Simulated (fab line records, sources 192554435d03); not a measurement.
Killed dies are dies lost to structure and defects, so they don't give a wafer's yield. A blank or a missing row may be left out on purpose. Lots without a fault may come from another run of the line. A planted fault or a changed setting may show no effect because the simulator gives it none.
fab line records | flow n5_finfet
record lots=7 wafers=19 last_day=24
route steps=1938 shown BEOL_M4@1111 BEOL_M12@1628 BEOL_M15@1830 PASSIVATION@1936
lots that met no fault: from a run of the same line without faults
start_h: hours from the record's first day to the start of the lot's first wafer shown | wait_h: hours since the lot's step before | " the same as in the row above | L1.1+2: a row that stands for several wafers | - no value, or no start given | * or withheld: withheld | < > ~ a bound
route shown NAME@n: a module of which the file shows steps, and the number in the route of the first | usual: mean/standard deviation of fault-free wafers | same: alike in all rows | chamber/n: place in a boat | sites: the reading at each site | _std_site: their standard deviation | _edge_site: outer sites' mean less inner sites' | radius_mm: how far each site lies from the wafer's centre | mask NAME#n: copy n | behind: the tool/chamber that last shaped the wafer | hold: why the lot was held/for how many hours/how that ended | device: the transistor (n, p or np) that didn't switch | end of line: the same wafers' tests at the end of the route | a step without rows: its recipe alone | killed: dies lost to structure and defects at the first sort, not the wafer's yield | map: a wafer's dies, x killed, . not, _ none there
set.NAME: the setting as run; set.NAME@STEP: as run at that earlier step | model.NAME: the simulator's own value behind a step, which no gauge read
steps of the route over a sample of lots; a table a step, a row a wafer
services: from which hour (start_h, from the record's first day; less than 0 if before it) a tool's chamber was out of use, for how many hours, and why
## steps
# step N5_BEOL_M4_RC_MEAS_101
# usual DIBL_N=35.8/1.6 DIBL_P=35.6/2 IOFF_N=0.15/0.031 IOFF_P=0.20/0.033 ION_N=668/12 ION_P=459/6.8 SS_N=71.4/0.53 SS_P=73.1/0.63 VT_N=250/3.5 VT_P=-251/3
# columns lot.wafer tool chamber start_h wait_h DIBL_N[mV/V] DIBL_P[mV/V] IOFF_N[nA/um] IOFF_P[nA/um] ION_N[uA/um] ION_P[uA/um] SS_N[mV/dec] SS_P[mV/dec] VT_N[mV] VT_P[mV]
L517.1 prober-01 0 306.28 0.1 34.5 34.8 0.12 0.19 645 443 70.6 73.0 255 -254
L517.4 " 0 " " 35.5 36.2 0.15 0.21 676 459 71.5 72.9 250 -250
L517.6 " 0 " " 36.9 37.5 0.17 0.24 672 464 71.9 73.6 248 -250
L524.1 prober-01 0 390.94 0.0 36.9 37.6 0.16 0.21 680 470 71.3 73.9 251 -251
L524.5 " 0 " " 35.9 36.5 0.14 0.19 666 454 71.4 73.9 252 -253
L524.6 " 0 " " 35.8 36.0 0.15 0.19 677 464 71.4 73.5 252 -252
L530.2 prober-01 0 410.10 0.2 38.2 41.1 0.21 0.22 674 452 72.9 74.2 247 -255
L530.4 " 0 " " 35.0 37.0 0.15 0.16 668 454 71.6 73.7 251 -255
L531.2 prober-01 0 414.49 0.2 35.5 34.4 0.15 0.20 656 453 71.4 73.3 251 -250
L531.4 " 0 " " 36.5 37.1 0.18 0.24 687 463 71.7 74.2 249 -249
L531.5 " 0 " " 35.1 34.5 0.15 0.20 648 450 71.2 73.0 253 -252
L534.2 prober-02 0 435.75 0.2 34.3 35.4 0.14 0.18 674 463 70.5 72.9 250 -254
L534.4 " 0 " " 39.0 40.7 0.25 0.27 691 467 72.0 73.1 243 -249
L537.4 prober-01 0 436.59 0.5 37.5 36.4 0.16 0.21 662 455 71.3 73.1 249 -249
L537.5 " 0 " " 35.8 35.5 0.14 0.20 659 462 70.8 73.3 252 -251
L537.6 " 0 " " 38.9 38.6 0.19 0.24 670 460 71.8 73.6 248 -247
L538.1 prober-02 0 461.43 0.0 35.9 35.3 0.15 0.19 686 472 71.0 72.7 247 -250
L538.2 " 0 " " 35.6 34.6 0.13 0.19 659 458 71.7 72.8 251 -251
L538.6 " 0 " " 33.5 32.1 0.10 0.15 648 450 71.4 72.0 256 -255
# step N5_BEOL_M12_EXPOSE_25
# recipe mask_id=M12 na=0.93 source_shape=conventional sigma_outer=0.4 polarization=unpolarized dose_mj=21.8
# columns lot.wafer tool chamber start_h wait_h mask
L517.1+4+6 krf_scanner-02 0 367.24 - M12#0
L524.1+5+6 krf_scanner-02 0 469.53 - M12#0
L530.2+4 krf_scanner-02 0 481.09 - M12#0
L531.2+4+5 krf_scanner-02 0 486.20 - M12#0
L534.2+4 krf_scanner-02 0 502.47 - M12#0
L537.4+5+6 krf_scanner-01 0 504.80 - M12#0
L538.1+2+6 krf_scanner-01 0 531.91 - M12#0
# step N5_BEOL_M12_CD_MEAS_28
# recipe target_cd_nm=160.2 landing_energy_ev=500 detector=se_inlens polarity=opening
# usual cd_nm=160.6/1.5
# columns lot.wafer tool chamber start_h wait_h cd_nm
L517.1 cd_sem-02 0 367.41 - 162.3
L517.4 " 0 " " 162.4
L517.6 " 0 " " 162.7
L524.1 cd_sem-01 0 469.70 - 160.2
L524.5 " 0 " " 161.8
L524.6 " 0 " " 162.6
L530.2 cd_sem-03 0 481.26 - 159.9
L530.4 " 0 " " 181.5
L531.2 cd_sem-02 0 486.36 - 161.3
L531.4 " 0 " " 180.0
L531.5 " 0 " " 160.6
L534.2 cd_sem-02 0 502.64 - 161.1
L534.4 " 0 " " 178.4
L537.4 cd_sem-03 0 504.96 - 162.7
L537.5 " 0 " " 162.3
L537.6 " 0 " " 160.0
L538.1 cd_sem-02 0 532.08 - 156.5
L538.2 " 0 " " 158.7
L538.6 " 0 " " 158.2
# step N5_BEOL_M12_DESCUM_33
# recipe chemistry=O2 time_s=7.9 source_power_w=50 bias_power_w=20 pressure_mtorr=20 rf_frequency_hz=2.712e+07 temp_c=40 o2_flow_sccm=225
# usual drypump_motor_current_A=5.8/0.45 oes_product_au=0.81/0.071 rf_vpp_V=243.3/1.5 showerhead_plenum_p_Torr=2.12/0.077 throttle_valve_pct=20.46/0.23
# same time_s=7.9
# columns lot.wafer tool chamber start_h wait_h drypump_motor_current_A oes_product_au rf_hours_counter_h rf_vpp_V showerhead_plenum_p_Torr throttle_valve_pct
L517.1 rie_diel-06 0 367.50 0.0 5.0 0.85 69 244.2 2.14 20.37
L517.4 " 2 " " 5.1 0.69 249 242.1 2.06 20.90
L517.6 " 2 " " 5.1 0.70 - 244.1 2.06 20.91
L524.1 rie_diel-02 0 469.79 0.0 6.5 0.74 129 241.6 2.11 20.70
L524.5 " 1 " " 6.2 0.73 - 244.9 2.18 20.31
L524.6 " 0 " " 6.5 0.74 - 243.4 2.11 20.69
L530.2 rie_diel-06 3 481.49 0.2 6.0 0.68 248 240.4 1.89 20.66
L530.4 " 1 " " 6.1 0.82 85 244.1 2.02 20.57
L531.2 rie_diel-03 3 486.45 0.0 6.0 0.84 76 243.5 2.21 20.29
L531.4 " 1 " " 5.5 0.93 - 244.2 2.15 20.05
L531.5 " 2 " " 5.9 0.87 - 246.4 2.22 20.08
L534.2 rie_diel-06 1 502.80 0.1 6.1 0.80 96 243.0 2.02 20.59
L534.4 " 1 " " 6.1 0.81 - 241.6 2.02 20.59
L537.4 rie_diel-02 2 505.23 0.2 5.7 0.80 116 244.1 2.12 20.74
L537.5 " 2 " " 5.7 0.79 - 243.2 2.12 20.75
L537.6 " 3 " " 5.3 0.77 - 242.3 2.12 20.60
L538.1 rie_diel-02 0 532.17 0.0 6.5 0.72 158 244.5 2.10 20.75
L538.2 " 1 " " 6.2 0.70 187 243.8 2.17 20.34
L538.6 " 2 " " 5.7 0.78 - 242.3 2.12 20.78
# step N5_BEOL_M12_ETCH_68
# recipe chemistry=N2/H2 target=SOC mask_material=SiARC source_w=3000 bias_w=350 temp_c=40 time_s=285 ion_energy_ev=200 pressure_mtorr=30 n2_flow_sccm=200 h2_flow_sccm=200
# usual drypump_motor_current_A=5.8/0.46 oes_product_au=0.81/0.071 rf_vpp_V=524.4/2.7 showerhead_plenum_p_Torr=2.56/0.093 throttle_valve_pct=17.74/0.2
# same time_s=285
# columns lot.wafer tool chamber start_h wait_h drypump_motor_current_A oes_product_au rf_hours_counter_h rf_vpp_V showerhead_plenum_p_Torr throttle_valve_pct
L517.1 rie_diel-06 0 367.68 0.1 5.1 0.86 69 523.7 2.58 17.71
L517.4 " 2 " " 5.1 0.69 249 523.6 2.49 18.17
L517.6 " 2 " " 5.1 0.69 - 522.8 2.49 18.16
L524.1 rie_diel-02 0 469.97 0.1 6.5 0.75 129 525.2 2.55 17.84
L524.5 " 1 " " 6.2 0.72 - 526.1 2.66 17.67
L524.6 " 0 " " 6.5 0.75 - 524.3 2.55 17.86
L530.2 rie_diel-06 3 481.68 0.1 6.0 0.68 248 517.0 2.30 18.03
L530.4 " 1 " " 6.1 0.82 86 521.6 2.47 17.95
L531.2 rie_diel-03 3 486.63 0.1 6.0 0.85 76 528.5 2.68 17.61
L531.4 " 1 " " 5.4 0.94 - 527.1 2.60 17.28
L531.5 " 2 " " 5.9 0.87 - 527.6 2.69 17.44
L534.2 rie_diel-06 1 502.98 0.1 6.1 0.81 96 522.4 2.46 17.96
L534.4 " 1 " " 6.1 0.81 - 522.0 2.46 17.96
L537.4 rie_diel-02 2 505.41 0.1 5.7 0.79 117 524.2 2.56 17.93
L537.5 " 2 " " 5.7 0.80 - 524.1 2.56 17.93
L537.6 " 3 " " 5.2 0.77 - 523.0 2.54 17.83
L538.1 rie_diel-02 0 532.35 0.1 6.6 0.72 158 522.9 2.53 17.90
L538.2 " 1 " " 6.2 0.71 187 528.1 2.65 17.69
L538.6 " 2 " " 5.7 0.79 - 524.7 2.55 17.94
# step N5_BEOL_M12_TRENCH_ETCH_34
# recipe chemistry=C4F8/O2/Ar target=SiOC target_depth_a=3189.5 mask_material=SOC pressure_mtorr=30 source_w=3000 bias_w=700 Ar_flow_sccm=400 C4F8_flow_sccm=15 O2_flow_sccm=8 he_inner_torr=15 he_outer_torr=30 time_s=125.5 ion_energy_ev=250
# usual drypump_motor_current_A=5.8/0.46 oes_product_au=0.81/0.071 rf_vpp_V=666/3.4 showerhead_plenum_p_Torr=3.44/0.11 throttle_valve_pct=24.18/0.23
# same time_s=125.5
# columns lot.wafer tool chamber start_h wait_h drypump_motor_current_A oes_product_au rf_hours_counter_h rf_vpp_V showerhead_plenum_p_Torr throttle_valve_pct
L517.1 rie_diel-06 0 367.86 0.0 5.0 0.85 69 667 3.46 24.07
L517.4 " 2 " " 5.2 0.69 249 664 3.35 24.58
L517.6 " 2 " " 5.1 0.69 - 664 3.35 24.59
L524.1 rie_diel-02 0 470.15 0.0 6.5 0.74 129 665 3.43 24.38
L524.5 " 1 " " 6.1 0.73 - 670 3.53 23.93
L524.6 " 0 " " 6.5 0.74 - 666 3.43 24.38
L530.2 rie_diel-06 3 481.86 0.0 6.0 0.68 248 658 3.14 24.56
L530.4 " 1 " " 6.1 0.82 86 661 3.31 24.33
L531.2 rie_diel-03 3 486.81 0.0 6.0 0.83 77 670 3.60 24.08
L531.4 " 1 " " 5.5 0.93 - 667 3.48 23.73
L531.5 " 2 " " 5.9 0.86 - 671 3.62 23.89
L534.2 rie_diel-06 1 503.16 0.0 6.1 0.81 96 663 3.30 24.34
L534.4 " 1 " " 6.1 0.81 - 661 3.30 24.33
L537.4 rie_diel-02 2 505.60 0.0 5.7 0.79 117 666 3.43 24.40
L537.5 " 2 " " 5.7 0.79 - 667 3.43 24.39
L537.6 " 3 " " 5.3 0.76 - 667 3.44 24.33
L538.1 rie_diel-02 0 532.53 0.0 6.5 0.73 158 665 3.41 24.42
L538.2 " 1 " " 6.2 0.70 187 668 3.52 23.96
L538.6 " 2 " " 5.7 0.78 - 666 3.43 24.40
# step N5_BEOL_M15_RC_MEAS_101
# usual COMB_M10=1.39e-11/2.9e-12 COMB_M11=1.31e-11/2.5e-12 COMB_M12=5.2e-12/1.3e-12 COMB_M13=4e-12/1.1e-12 COMB_M14=2.7e-12/8.4e-13 COMB_M15=1.7e-12/7.3e-13 COMB_M5=3.5e-11/8e-12 COMB_M5_max_site=5.1e-11/1.2e-11 COMB_M6=2.4e-11/5.1e-12 COMB_M7=2.5e-11/5e-12 COMB_M8=2.5e-11/5.1e-12 COMB_M8_max_site=3.5e-11/7.7e-12 COMB_M9=1.5e-11/3.2e-12 SERP_M10=3.08/0.098 SERP_M11=3.12/0.081 SERP_M12=0.636/0.022 SERP_M12_max_site=0.649/0.022 SERP_M13=0.311/0.0058 SERP_M14=0.161/0.0063 SERP_M5=39.3/1.6 SERP_M6=13.7/0.73 SERP_M7=14.0/0.52 SERP_M8=14.0/0.68 SERP_M9=3.12/0.09
# columns lot.wafer tool chamber start_h wait_h COMB_M10[S/m] COMB_M11[S/m] COMB_M12[S/m] COMB_M13[S/m] COMB_M14[S/m] COMB_M15[S/m] COMB_M5[S/m] COMB_M5_max_site[S/m] COMB_M6[S/m] COMB_M7[S/m] COMB_M8[S/m] COMB_M8_max_site[S/m] COMB_M9[S/m] SERP_M10[ohm/um] SERP_M11[ohm/um] SERP_M12[ohm/um] SERP_M12_max_site[ohm/um] SERP_M13[ohm/um] SERP_M14[ohm/um] SERP_M5[ohm/um] SERP_M6[ohm/um] SERP_M7[ohm/um] SERP_M8[ohm/um] SERP_M9[ohm/um]
L517.1 prober-01 0 395.54 0.0 1.24e-11 9.4e-12 8e-12 4.1e-12 3.6e-12 3.1e-12 2.8e-11 4.1e-11 2.9e-11 2.9e-11 3e-11 3.9e-11 1.7e-11 3.05 3.14 0.614 0.625 0.313 0.152 41.1 13.1 14.1 13.3 3.14
L517.4 " 0 " " 1.22e-11 1.31e-11 6.5e-12 4.8e-12 3.4e-12 2.8e-12 4.7e-11 5.6e-11 2.1e-11 3.1e-11 2.9e-11 3.6e-11 1.8e-11 2.93 3.09 0.621 0.641 0.312 0.167 39.8 14.8 14.0 14.5 3.00
L517.6 " 0 " " 1.92e-11 1.45e-11 6.6e-12 3.7e-12 3.1e-12 2.6e-12 4.1e-11 5.9e-11 3.3e-11 2.5e-11 2.9e-11 4.8e-11 1.5e-11 3.18 3.14 0.615 0.635 0.309 0.166 40.1 13.7 14.1 15.1 3.17
L524.1 prober-02 0 495.37 0.0 1.26e-11 1.28e-11 6.1e-12 2.5e-12 2.1e-12 1e-12 4.7e-11 8.3e-11 1.9e-11 2.1e-11 2.8e-11 3.1e-11 1.5e-11 3.19 3.06 0.652 0.664 0.315 0.152 40.0 13.7 14.1 13.9 3.24
L524.5 " 0 " " 1.3e-11 1.25e-11 4.3e-12 3.9e-12 2.5e-12 1.1e-12 3.9e-11 5.2e-11 1.8e-11 2.6e-11 3.2e-11 3.9e-11 1.1e-11 3.11 3.23 0.646 0.665 0.314 0.158 41.4 14.2 13.8 15.0 3.01
L524.6 " 0 " " 1.65e-11 1.81e-11 4e-12 2.1e-12 9e-13 2e-12 3.1e-11 5.6e-11 1.7e-11 2.3e-11 2.4e-11 4e-11 1.2e-11 3.19 3.03 0.633 0.647 0.315 0.155 41.6 12.9 13.9 12.5 3.13
L530.2 prober-02 0 519.01 0.2 1.93e-11 1.52e-11 5.5e-12 2.6e-12 3e-12 1.2e-12 3e-11 3.5e-11 2.1e-11 1.9e-11 1.9e-11 2.4e-11 1.6e-11 2.99 3.13 0.679 0.689 0.313 0.159 38.1 14.0 13.1 15.1 3.03
L530.4 " 0 " " 1.55e-11 1.37e-11 7.2e-12 3.2e-12 3.9e-12 2.5e-12 3e-11 3.8e-11 2.8e-11 2.3e-11 2.1e-11 3.8e-11 1.2e-11 3.05 3.28 0.511 0.515 0.312 0.155 41.6 12.4 13.2 14.5 3.00
L531.2 prober-01 0 519.46 0.2 1.1e-11 1.54e-11 3.2e-12 5.7e-12 3.2e-12 2.2e-12 3.2e-11 4.4e-11 1.9e-11 3.2e-11 2.3e-11 4.2e-11 1.1e-11 3.11 2.98 0.619 0.641 0.315 0.162 39.0 13.9 13.6 13.6 3.12
L531.4 " 0 " " 1.58e-11 1.19e-11 5.3e-12 3.7e-12 3.7e-12 1.7e-12 3.3e-11 4.9e-11 2.4e-11 2.5e-11 3.2e-11 3.9e-11 2.3e-11 3.01 3.13 0.514 0.518 0.315 0.163 38.8 13.8 13.9 14.0 3.12
L531.5 " 0 " " 9.5e-12 1.61e-11 4e-12 4.4e-12 3.8e-12 2.1e-12 2.8e-11 4e-11 2.2e-11 2.5e-11 2.2e-11 4.1e-11 1.7e-11 3.07 3.13 0.634 0.650 0.316 0.165 39.6 13.8 13.8 13.8 3.07
L534.2 prober-02 0 528.60 0.2 1.25e-11 1.13e-11 5.7e-12 3.6e-12 2.3e-12 6e-13 3.4e-11 4.9e-11 1.7e-11 3.6e-11 3.5e-11 4.4e-11 1.3e-11 3.09 3.09 0.630 0.638 0.313 0.174 38.0 12.9 13.6 13.0 3.10
L534.4 " 0 " " 1.36e-11 8.3e-12 5e-12 2.8e-12 2.2e-12 1.8e-12 2.5e-11 4.2e-11 2e-11 3.1e-11 2.4e-11 3.7e-11 9e-12 3.12 2.99 0.528 0.535 0.307 0.156 41.0 12.9 14.9 13.7 3.06
L537.4 prober-02 0 536.69 0.8 1.11e-11 1.26e-11 2.3e-12 2.8e-12 1.9e-12 7e-13 2.4e-11 2.7e-11 1.9e-11 3.1e-11 1.8e-11 2.6e-11 2.3e-11 3.06 3.12 0.616 0.630 0.302 0.160 39.8 14.0 15.2 13.9 3.12
L537.5 " 0 " " 9.6e-12 1.14e-11 5.8e-12 2.7e-12 2.2e-12 8e-13 4.3e-11 7.1e-11 2.2e-11 1.9e-11 2.5e-11 4e-11 1.1e-11 3.05 3.15 0.622 0.637 0.311 0.161 37.5 14.0 14.5 13.9 3.14
L537.6 " 0 " " 1.52e-11 1.02e-11 4.8e-12 1.9e-12 2e-12 2e-13 2.4e-11 6.1e-11 2.7e-11 1.6e-11 2e-11 2.8e-11 1.3e-11 3.09 3.27 0.651 0.659 0.307 0.154 41.6 15.0 14.4 14.8 3.07
L538.1 prober-01 0 560.52 0.0 2.13e-11 1.58e-11 4.2e-12 5.8e-12 3.4e-12 3.2e-12 4.3e-11 6.4e-11 1.5e-11 1.7e-11 2.4e-11 3.1e-11 1.2e-11 3.01 3.08 0.689 0.714 0.315 0.173 40.9 13.6 13.8 13.8 3.24
L538.2 " 0 " " 1.41e-11 1.28e-11 5.9e-12 3.9e-12 3e-12 1.9e-12 4.4e-11 5e-11 1.9e-11 3.3e-11 2e-11 3.2e-11 1.8e-11 3.06 3.22 0.674 0.684 0.304 0.168 38.5 13.3 13.7 13.4 3.24
L538.6 " 0 " " 1.98e-11 1.53e-11 6.3e-12 5.6e-12 2.8e-12 3.1e-12 4.8e-11 6.4e-11 2.2e-11 2e-11 2.1e-11 3.1e-11 2.1e-11 3.12 3.20 0.646 0.661 0.311 0.168 37.8 13.7 14.1 14.5 3.17
# sites SERP_M12 radius_mm=0,75,75,75,75,140,140,140,140
L517.1 0.602 0.613 0.606 0.595 0.614 0.614 0.625 0.625 0.618
L524.1 0.650 0.646 0.649 0.646 0.652 0.663 0.658 0.664 0.662
L530.2 0.665 0.687 0.682 0.670 0.681 0.673 0.689 0.679 0.654
L531.2 0.627 0.618 0.641 0.632 0.623 0.619 0.616 0.603 0.612
L534.2 0.636 0.620 0.634 0.620 0.633 0.638 0.615 0.630 0.617
L537.4 0.602 0.610 0.626 0.614 0.630 0.614 0.618 0.622 0.616
L538.1 0.676 0.689 0.696 0.674 0.691 0.686 0.694 0.680 0.714
# step N5_PASSIVATION_PROBE_49
# usual defect_limited_yield=90.7/1.5 killed_at_M0_to_M3=38/11 killed_at_M4_up=15/5.5 killed_at_contacts=12/6 killed_at_front_end=41/11 killed_at_other=3.5/2.7 killed_dies=110/18 killed_on_rim=15/3.6 killed_open=72/13 killed_short=35/8.7 sort_bin_5_function=5.5/1.1 sort_bin_6_memory=3.4/0.63 sort_bin_8_speed=0.01/0.037 sort_n_pass=1070/18 sort_yield_pct=90.7/1.5
# same gross_dies=1180 killed_at_back_side=0 sort_bin_4_leakage[%]=0
# columns lot.wafer tool chamber start_h wait_h defect_limited_yield[%] killed_at_M0_to_M3 killed_at_M4_up killed_at_contacts killed_at_front_end killed_at_other killed_dies killed_on_rim killed_open killed_short sort_bin_5_function[%] sort_bin_6_memory[%] sort_bin_8_speed[%] sort_n_pass sort_yield_pct[%]
L530.2 prober-02 - 535.98 0.1 90.2 39 15 5 52 5 116 18 83 33 6.4 3.1 0 1064 90.2
L530.4 prober-02 - 536.08 0.2 84.1 44 78 7 56 3 188 41 70 52 6.4 3.6 0 992 84.1
L531.2 prober-02 - 537.23 0.1 92.7 31 17 5 29 4 86 7 62 24 3.1 4.1 0 1094 92.7
L531.4 prober-02 - 537.33 0.2 85.2 40 73 6 48 8 175 54 79 33 5.3 3.8 0 1005 85.2
L531.5 prober-02 - 537.38 0.2 90.7 33 20 7 47 3 110 14 77 33 5.4 3.7 0 1070 90.7
L534.2 prober-02 - 546.24 0.1 89.5 30 16 19 57 2 124 20 98 25 6.8 3.6 0 1056 89.5
L534.4 prober-02 - 546.34 0.2 84.8 35 71 14 56 3 179 39 100 27 6.9 3.6 0 1001 84.8
L537.4 prober-01 - 550.42 0.2 91.4 39 9 8 36 9 101 15 56 39 4.7 3.1 0 1079 91.4
L537.6 prober-01 - 550.52 0.3 91.4 35 20 16 26 5 102 14 67 33 5.0 3.4 0 1078 91.4
# killed by level:class
L530.2 STI_FIN_REVEAL:geometric_particle:open=19 BEOL_M0_SAQP:geometric_particle:short=11 BEOL_M1:geometric_particle:open=11 BEOL_M4:geometric_particle:open=10 BEOL_M0_SAQP:geometric_particle:open=8 FIN_SAQP:geometric_particle:open=6 STARTING-WAFER:geometric_particle:open=6 FIN_SAQP:geometric_particle:short=5
L530.4 BEOL_M12:area_expose=60 STI_FIN_REVEAL:geometric_particle:open=19 BEOL_M0_SAQP:geometric_particle:short=16 BEOL_M0_SAQP:geometric_particle:open=14 FIN_SAQP:geometric_particle:short=11 BEOL_M4:geometric_particle:open=11 STI_FIN_REVEAL:geometric_particle:short=7 MOL_CONTACT_COAG:geometric_particle:open=5
L531.2 BEOL_M1:geometric_particle:open=11 BEOL_M4:geometric_particle:open=10 STI_FIN_REVEAL:geometric_particle:open=9 FIN_SAQP:geometric_particle:short=5 MOL_CONTACT_COAG:geometric_particle:open=5 BEOL_M0:geometric_particle:open=5 BEOL_M3:geometric_particle:open=5 FIN_SAQP:geometric_particle:open=4
L531.4 BEOL_M12:area_expose=63 FIN_SAQP:geometric_particle:open=17 FIN_SAQP:geometric_particle:short=9 BEOL_M0_SAQP:geometric_particle:short=8 BEOL_M1:geometric_particle:open=8 BEOL_M2:geometric_particle:open=7 BEOL_M3:geometric_particle:open=6 BEOL_M4:geometric_particle:open=6
L531.5 BEOL_M4:geometric_particle:open=14 FIN_SAQP:geometric_particle:short=13 FIN_SAQP:geometric_particle:open=13 BEOL_M2:geometric_particle:open=9 BEOL_M3:geometric_particle:open=8 MOL_CONTACT_COAG:geometric_particle:open=7 STI_FIN_REVEAL:geometric_particle:open=6 BEOL_M0_SAQP:geometric_particle:short=5
L534.2 STI_FIN_REVEAL:geometric_particle:open=23 MOL_CONTACT_COAG:geometric_particle:open=18 FIN_SAQP:geometric_particle:open=8 FIN_SAQP:geometric_particle:short=7 BEOL_M4:geometric_particle:open=7 BEOL_M0_SAQP:geometric_particle:open=6 BEOL_M3:geometric_particle:open=5 BEOL_M1:geometric_particle:open=5
L534.4 BEOL_M12:area_expose=51 STI_FIN_REVEAL:geometric_particle:open=22 MOL_CONTACT_COAG:geometric_particle:open=14 FIN_SAQP:geometric_particle:open=9 BEOL_M0_SAQP:geometric_particle:open=9 BEOL_M3:geometric_particle:open=9 BEOL_M4:geometric_particle:open=9 GATE_CUT:geometric_particle:open=5
L537.4 BEOL_M0_SAQP:geometric_particle:open=12 BEOL_M0_SAQP:geometric_particle:short=12 GATE_CUT:geometric_particle:short=8 BEOL_M2:geometric_particle:open=8 MOL_CONTACT_COAG:geometric_particle:open=6 STI_FIN_REVEAL:geometric_particle:open=5 DUMMY_GATE:geometric_particle:short=4 BEOL_M4:geometric_particle:open=4
L537.6 MOL_CONTACT_COAG:geometric_particle:open=14 BEOL_M4:geometric_particle:open=11 BEOL_M0_SAQP:geometric_particle:short=10 BEOL_M2:geometric_particle:open=8 FIN_SAQP:geometric_particle:open=7 BEOL_M0_SAQP:geometric_particle:open=6 GATE_CUT:geometric_particle:short=5 BEOL_M2:geometric_particle:short=4
## services
# columns tool chamber start_h hours kind
rie_diel-06 1 343.30 4.5 repair
krf_scanner-02 - 351.36 0.8 pm
rie_diel-06 1 355.00 6.7 repair
rie_diel-02 - 374.32 0.4 repair
krf_scanner-02 - 386.81 0.6 repair
krf_scanner-02 - 391.33 0.3 repair
krf_scanner-02 - 420.07 1.0 pm
krf_scanner-02 - 423.88 0.3 repair
krf_scanner-02 - 442.99 0.7 repair
krf_scanner-02 - 448.21 0.8 pm
krf_scanner-01 - 456.18 0.6 repair
krf_scanner-01 - 466.17 0.8 pm
rie_diel-03 3 468.17 1.3 repair
rie_diel-02 1 474.38 3.1 repair
krf_scanner-01 - 478.06 1.7 repair
krf_scanner-01 - 480.47 1.0 pm
krf_scanner-02 - 484.55 1.3 pm
krf_scanner-01 - 492.65 0.8 pm
krf_scanner-01 - 497.42 1.3 pm
krf_scanner-02 - 501.06 0.5 repair
rie_diel-02 3 501.45 3.5 repair
rie_diel-06 1 509.46 12.9 repair
krf_scanner-02 - 520.16 0.8 pm
rie_diel-03 0 522.15 5.8 repair
## key
first_sign step=N5_BEOL_M12_CD_MEAS_28 reading=cd_nm direction=up sigmas=13 usual=160.6 struck=180.0
effect step=N5_BEOL_M15_RC_MEAS_101 reading=SERP_M12 direction=down sigmas=5.5 usual=0.636 struck=0.517
effect step=N5_PASSIVATION_PROBE_49 reading=killed_at_M4_up direction=up sigmas=11 usual=15 struck=74
more_kills_born_at N5_BEOL_M12_EXPOSE_25@krf_scanner-02=174
met_at N5_BEOL_M12_EXPOSE_25
struck_lots L530,L531,L534
struck_wafers L530.4,L531.4,L534.4
not_acting_at N5_BEOL_M12_DESCUM_33,N5_BEOL_M12_ETCH_68,N5_BEOL_M12_TRENCH_ETCH_34
onset_between 469.53 481.09
fault kind=process_parameter_drift tool=krf_scanner-02 chamber=- onset_h=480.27 steps=N5_BEOL_M12_EXPOSE_25 channel=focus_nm offset=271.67 shape=step end_h=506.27 scope=struck_wafers_only
